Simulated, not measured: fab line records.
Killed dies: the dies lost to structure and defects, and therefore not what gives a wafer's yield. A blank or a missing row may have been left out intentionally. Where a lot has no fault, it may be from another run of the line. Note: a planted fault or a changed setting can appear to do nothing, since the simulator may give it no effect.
Chamber matching | flow nand_harc | NHARC_A_STAIRCASE_DEP_259 on pecvd-03 has 3 sister chambers
The step deposits SiON, target thk 30 nm. 20 wafers are shown with their chamber, then 10 later ones without.

== WAFERS WITH THEIR CHAMBER ==
wafer  | chamber | heater_power_w (W)
L076.2 | 1       | 573
L076.3 | 2       | 747
L076.6 | 2       | 733
L075.2 | 0       | 890
L075.4 | 2       | 713
L075.6 | 1       | 561
L078.3 | 0       | 822
L078.4 | 2       | 745
L078.6 | 0       | 821
L082.2 | 1       | 579
L082.4 | 2       | 624
L082.5 | 0       | 877
L084.1 | 2       | 776
L084.3 | 1       | 649
L084.6 | 2       | 626
L086.4 | 1       | 658
L086.5 | 0       | 866
L086.6 | 2       | 687
L089.1 | 1       | 702
L089.3 | 2       | 677

SIGNATURES, as means of the wafers listed above
reading        | chamber 0 | chamber 1 | chamber 2 | scatter within a chamber
heater_power_w | 855.20    | 620.33    | 703.11    | 50.6
Rule: for each reading, subtract the chamber's mean from the wafer's reading, divide by that reading's scatter and square the result; add these up over the readings and take the root, which gives the wafer's distance from the chamber. If the next closest chamber is less than 2 further off than the closest, the wafer can't be placed; otherwise it belongs to the closest. How the scatter is found: for the shown wafers, subtract from each reading the mean of its chamber, square and add these, divide the total by (wafers less chambers), then take the root.

== WAFERS MISSING THEIR CHAMBER ==
wafer  | heater_power_w (W)
L089.6 | 935
L091.2 | 703
L091.3 | 847
L091.5 | 778
L093.1 | 853
L093.3 | 638
L093.5 | 612
L097.2 | 724
L097.3 | 641
L097.4 | 650

== EACH ONE'S CHAMBER ==
wafer  | from the rows above          | in truth
L089.6 | 0                            | 0
L091.2 | can't be placed: 2 or 1      | 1
L091.3 | 0                            | 0
L091.5 | can't be placed: 2 or 0 or 1 | 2
L093.1 | 0                            | 0
L093.3 | can't be placed: 1 or 2      | 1
L093.5 | can't be placed: 1 or 2      | 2
L097.2 | can't be placed: 2 or 1      | 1
L097.3 | can't be placed: 1 or 2      | 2
L097.4 | can't be placed: 1 or 2      | 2
Correctly placed: 3 of 10. From these rows, 7 cannot be placed; in 7 the true chamber is one of the candidates. Number placed wrongly: 0.
